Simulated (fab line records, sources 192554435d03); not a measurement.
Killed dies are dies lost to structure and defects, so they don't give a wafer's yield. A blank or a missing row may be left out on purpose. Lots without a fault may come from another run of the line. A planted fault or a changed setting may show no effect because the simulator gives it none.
Chamber matching | flow n5_finfet | N5_BEOL_M10_STRIP_36 on rie_diel-06: 4 sister chambers
The step strips in N2/H2. 8 wafers are shown with their chamber, then 7 later ones without.

WAFERS WITH THEIR CHAMBER
wafer  | chamber | throttle_valve_pct (%) | showerhead_plenum_p_Torr (Torr)
L083.4 | 1       | 23.6                   | 2.57
L084.1 | 2       | 23.4                   | 2.57
L088.5 | 0       | 23.8                   | 2.60
L090.1 | 3       | 23.3                   | 2.46
L090.2 | 1       | 23.6                   | 2.57
L090.6 | 2       | 23.4                   | 2.56
L096.1 | 3       | 23.2                   | 2.46
L096.3 | 0       | 23.8                   | 2.60

WAFERS WITHOUT THEIR CHAMBER
wafer  | throttle_valve_pct (%) | showerhead_plenum_p_Torr (Torr)
L096.5 | 23.3                   | 2.46
L094.2 | 23.6                   | 2.56
L094.3 | 23.4                   | 2.56
L094.5 | 23.3                   | 2.46
L097.1 | 23.7                   | 2.56
L097.4 | 23.3                   | 2.45
L097.5 | 23.6                   | 2.56

WHICH CHAMBER EACH WENT THROUGH
wafer  | from the rows above | in truth
L096.5 | 3                   | 3
L094.2 | 1                   | 1
L094.3 | 2                   | 2
L094.5 | 3                   | 3
L097.1 | 1                   | 1
L097.4 | 3                   | 3
L097.5 | 1                   | 1
Placed correctly: 7 of 7. Can't be placed from these rows: 0. Placed wrongly: 0.
How it was worked out, from the rows above alone: a wafer's distance from a chamber is the root of the sum, over the readings, of the square of ((its reading less the chamber's mean) divided by the reading's scatter). The wafer belongs to the nearest chamber; if the next one is less than 2 further off, it can't be placed. A chamber's mean is the mean of its shown wafers. The scatter: the root of (the sum of the squares of (reading less its chamber's mean) over the shown wafers, divided by (wafers less chambers)).
